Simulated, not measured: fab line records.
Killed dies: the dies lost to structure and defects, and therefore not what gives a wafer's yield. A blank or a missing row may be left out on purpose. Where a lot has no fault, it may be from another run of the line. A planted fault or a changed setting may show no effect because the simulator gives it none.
A lot that was struck, set against a sound lot -- flow n5Finfet -- 15 out of 1938 route steps
Sound: the wafers L261.1, L261.3, L261.4. The struck wafers were L266.3, L266.5, L266.6. The cause is given at the end.
For every step that has rows: the tool of each side, followed by ch and its chambers, followed by its first start. Under that, the readings that differ: sound wafers -- struck wafers -- difference of the means -- sigmas: that difference in standard deviations of wafers without a fault.
alike: a reading whose means differ by less than 2 such deviations, as well as words and numbers matching on both sides. not compared: withheld readings; readings where some wafer has no value; bounds like >300 that might hide an equal value; numbers whose values overlap and for which the record gives no deviation.
Wherever a step has rows on one side only, a row that says differs or no value, or a row with sigmas, the two part there. When numbers do not overlap yet have no deviation, they are printed without sigmas and do not part them. A reading that every wafer of one side lacks parts them only if that side has two wafers or more.

N5_BEOL_M1_SPUTTER_92: material Cu, target thk 4.5 nm, time 8.29 s.
  sound: pvdSputter-01 at day 7 01:43; struck: pvdSputter-03 at day 8 11:27
  alike: throttleValvePct
N5_BEOL_M1_ANNEAL_93: time 240 s.
  sound: pvdSputter-01 at day 7 01:48; struck: pvdSputter-03 at day 8 11:32
  alike: heaterPowerW
then, 1 step without rows for these wafers: N5_BEOL_M1_SPUTTER_94 (material Cu, target thk 4.5 nm, time 8.29 s).
N5_BEOL_M1_ANNEAL_95: time 240 s.
  sound: pvdSputter-01 at day 7 02:01; struck: pvdSputter-03 at day 8 11:45
  alike: heaterPowerW
N5_BEOL_M1_SPUTTER_96: material Cu, target thk 4.5 nm, time 8.29 s.
  sound: pvdSputter-01 at day 7 02:10; struck: pvdSputter-03 at day 8 11:53
  alike: throttleValvePct
then, 3 steps without rows for these wafers: N5_BEOL_M1_ECD_50 (material Cu, target thk 300 nm); N5_BEOL_M1_ANNEAL_51 (time 90 s); N5_BEOL_M1_CMP_52 (polishes, stops on SiOC, t overpolish 6.8 s, target thk 40 nm).
N5_BEOL_M1_THK_MEAS_53: measures by xrf.
  sound: filmMetro-02 at day 7 02:57; struck: filmMetro-02 at day 8 12:41
reading,sound,struck,difference,sigmas
M1_THK (nm),38.0 37.5 41.0,44.4 39.8 43.0,+3.6,+2
N5_BEOL_M1_PRE_CLEAN_60: time 15 s.
  sound on cvdCo-02 ch 0,2, day 7 02:59; struck on cvdCo-02 ch 1,2, day 8 12:43
  alike: heaterPowerW
then, 2 steps without rows for these wafers: N5_BEOL_M1_CO_CAP_55 (material Co, precursor CCTBA/H2, target thk 2 nm, time 102.1 s); N5_BEOL_M1_PRE_CLEAN_56 (time 15 s).
N5_BEOL_M1_DEP_57: deposits SiCN from 3MS/NH3, target thk 8 nm, time 14 s.
  sound on pecvd-01 ch 1,2, day 7 03:08; struck on pecvd-01 ch 0,1,2, day 8 12:52
  no value came back on the struck wafers for chamberPressureTorr (Torr), rfFwdPowerW (W), showerheadPlenumPTorr (Torr), throttleValvePct (%); on the sound wafers chamberPressureTorr (Torr) reads 3.008 3.001 3.016
N5_BEOL_M4_RC_MEAS_101:
  the record has rows for the sound wafers here (prober-01 ch 0, day 8 11:53) and none for the struck ones
-- here the record skips 5 days between the struck wafers' starts before and after, leaving off in module BEOL_M4 and picking up in module PASSIVATION (first step shown: number 1936 of the route) --
N5_PASSIVATION_PROBE_49:
  sound: prober-01 at day 12 14:34; struck: prober-02 at day 13 16:30
reading,sound,struck,difference,sigmas
defectLimitedYield (%),88.8 92.2 90.3,0 0 0,-90,-60
killed_at_M0_to_M3,25 21 27,1123 1105 1116,+1090,+99 or more
killedDies,132 92 115,1180 1180 1180,+1067,+63
killedOnRim,15 13 13,152 152 152,+138,+31
sort_bin_5_function (%),6.5 4.7 6.3,96.2 95.9 97.0,+90.5,+94
sortNPass,1048 1088 1065,0 0 0,-1067,-63
sortYieldPct (%),88.8 92.2 90.3,0 0 0,-90,-60
  alike: killed_at_M4_up, killedAtContacts, killedAtFrontEnd, killedAtOther, killedOpen, killedShort, sort_bin_6_memory

== WHERE THEY PART ==
Earliest at N5_BEOL_M1_THK_MEAS_53; latest, in this record, at N5_PASSIVATION_PROBE_49.

WHY: what had been put in by the simulator
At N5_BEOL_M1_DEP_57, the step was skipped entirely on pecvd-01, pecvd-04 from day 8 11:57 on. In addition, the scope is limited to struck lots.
